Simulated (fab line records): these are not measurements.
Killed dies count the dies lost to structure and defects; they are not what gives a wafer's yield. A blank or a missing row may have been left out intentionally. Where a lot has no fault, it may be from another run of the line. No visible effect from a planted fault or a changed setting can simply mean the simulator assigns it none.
Chamber matching | flow nand_harc | cmp-02 running NHARC_P_M0_CMP_23: 4 sister chambers
The step polishes, t overpolish 20 s, target thk 117.54 nm. 18 wafers are shown with their chamber, then 9 later ones without.

== WAFERS WITH THEIR CHAMBER ==
wafer  | chamber | motor_current_A (A) | time_to_endpoint_s (s)
L076.2 | 3       | 12.6                | 27.2
L076.4 | 0       | 13.4                | 29.2
L076.5 | 0       | 13.2                | 26.6
L079.2 | 0       | 13.5                | 26.7
L079.4 | 1       | 11.4                | 27.5
L079.5 | 0       | 12.6                | 28.7
L084.2 | 2       | 11.4                | 30.0
L084.4 | 1       | 11.8                | 28.4
L084.6 | 3       | 12.4                | 27.6
L085.3 | 0       | 13.4                | 26.8
L085.5 | 0       | 12.8                | 26.3
L085.6 | 1       | 11.3                | 26.5
L089.1 | 0       | 13.2                | 26.8
L089.5 | 2       | 11.6                | 27.6
L089.6 | 1       | 11.0                | 28.8
L090.2 | 2       | 12.1                | 26.5
L090.3 | 1       | 11.5                | 28.3
L090.6 | 1       | 11.6                | 26.1

SIGNATURES (means of the wafers above)
reading            | chamber 0 | chamber 1 | chamber 2 | chamber 3 | scatter within a chamber
motor_current_A    | 13.157    | 11.433    | 11.700    | 12.500    | 0.308
time_to_endpoint_s | 27.300    | 27.600    | 28.033    | 27.400    | 1.21
Rule: a wafer's distance from a chamber is the root of the sum, over the readings, of the square of ((its reading less the chamber's mean) divided by the reading's scatter). The wafer belongs to the nearest chamber; if the next one is less than 2 further off, it can't be placed. How the scatter is found: for the shown wafers, subtract from each reading the mean of its chamber, square and add these, divide the total by (wafers less chambers), then take the root.

== WAFERS WITH NO CHAMBER GIVEN ==
wafer  | motor_current_A (A) | time_to_endpoint_s (s)
L092.1 | 12.9                | 27.0
L092.3 | 13.1                | 27.4
L092.5 | 12.7                | 28.7
L093.3 | 13.3                | 29.4
L093.5 | 12.4                | 29.8
L093.6 | 11.6                | 29.8
L095.3 | 11.5                | 28.5
L095.5 | 12.8                | 26.9
L095.6 | 13.2                | 27.7

== WHICH CHAMBER EACH ONE RAN IN ==
wafer  | from the rows above               | in truth
L092.1 | can't be placed: 0 or 3           | 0
L092.3 | can't be placed: 0 or 3           | 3
L092.5 | can't be placed: 3 or 0           | 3
L093.3 | can't be placed: 0 or 3           | 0
L093.5 | can't be placed: 3 or 2 or 0 or 1 | 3
L093.6 | can't be placed: 2 or 1           | 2
L095.3 | can't be placed: 2 or 1           | 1
L095.5 | can't be placed: 3 or 0           | 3
L095.6 | can't be placed: 0 or 3           | 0
Placed correctly: 0 of 9. From these rows, 9 cannot be placed; in 9 the true chamber is one of the candidates. Placed wrongly: 0.
